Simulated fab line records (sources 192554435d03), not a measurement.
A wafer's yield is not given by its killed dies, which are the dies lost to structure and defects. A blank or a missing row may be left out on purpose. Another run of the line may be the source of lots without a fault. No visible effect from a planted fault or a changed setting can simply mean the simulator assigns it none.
One fault seen from 3 desks ; flow n5_finfet ; what lay behind the numbers comes last; until then each desk has only its own

METROLOGY DESK
Means of the sampled wafers that have a number, per lot and without regard to the tool the lot ran on: this is what the gauges read. Any lot whose mean is over 4 standard deviations away from the usual mean is out of limits and marked OUT; that distance is given in the brackets.
Columns: A = cd_nm at N5_BEOL_M12_CD_MEAS_28, usual 159.3 nm; B = M12_OVL at N5_BEOL_M12_OVL_MEAS_29, usual -5 nm
lot;first seen here;A;B
L208;day 10 18:25;159.1;-4
L215;day 12 02:11;158.2;-4
L217;day 13 00:05;160.6;-8
L223;day 14 16:49;158.2;-7
L226;day 15 10:59;158.5;-5
L229;day 16 05:43;158.7;-3
Finding of this desk: none of the 6 lots has anything out of limits.

DESK OF THE TOOL OWNER: rie_diel-06
The tool's own readings at N5_BEOL_M12_ETCH_68 (etches SOC in N2/H2, time 285 s): means of the sampled wafers that have a number, for each lot that ran on this tool. Any lot whose mean is over 4 standard deviations away from the usual mean is out of limits and marked OUT; that distance is given in the brackets.
Columns: A = bias_w at N5_BEOL_M12_ETCH_68, usual 350.0 W; B = drypump_motor_current_A at N5_BEOL_M12_ETCH_68, usual 5.4 A; C = oes_product_au at N5_BEOL_M12_ETCH_68, usual 0.77 a.u.; D = rf_vpp_V at N5_BEOL_M12_ETCH_68, usual 523.7 V; E = showerhead_plenum_p_Torr at N5_BEOL_M12_ETCH_68, usual 2.54 Torr; F = throttle_valve_pct at N5_BEOL_M12_ETCH_68, usual 17.90 %
lot;first seen here;A;B;C;D;E;F
L215;day 12 02:27;349.8;5.0;0.79;524.4;2.55;17.86
L217;day 13 00:21;350.4;4.8;0.78;522.8;2.51;17.73
L226;day 15 11:15;351.2;5.2;0.75;524.0;2.57;18.06
Finding of this desk: none of the 3 lots has anything out of limits.

THE DEFECT DESK
For each lot, the counts of the inspections along the route, averaged over the sampled wafers that have a number. Any lot whose mean is over 4 standard deviations away from the usual mean is out of limits and marked OUT; that distance is given in the brackets.
Columns: A = raw_defect_count at N5_BEOL_M12_INSPECT_30, usual 2.1
lot;first seen here;A
L208;day 10 18:28;1.7
L215;day 12 02:14;2.0
L217;day 13 00:08;3.7
L223;day 14 16:52;1.3
L226;day 15 11:02;2.3
L229;day 16 05:46;2.0
Finding of this desk: none of the 6 lots has anything out of limits.

TAKEN TOGETHER
From the metrology desk's view, nothing was out of limits.
The desk of the tool owner found nothing out of limits.
The defect desk saw nothing out of limits.

WHAT THE SIMULATOR PUT IN
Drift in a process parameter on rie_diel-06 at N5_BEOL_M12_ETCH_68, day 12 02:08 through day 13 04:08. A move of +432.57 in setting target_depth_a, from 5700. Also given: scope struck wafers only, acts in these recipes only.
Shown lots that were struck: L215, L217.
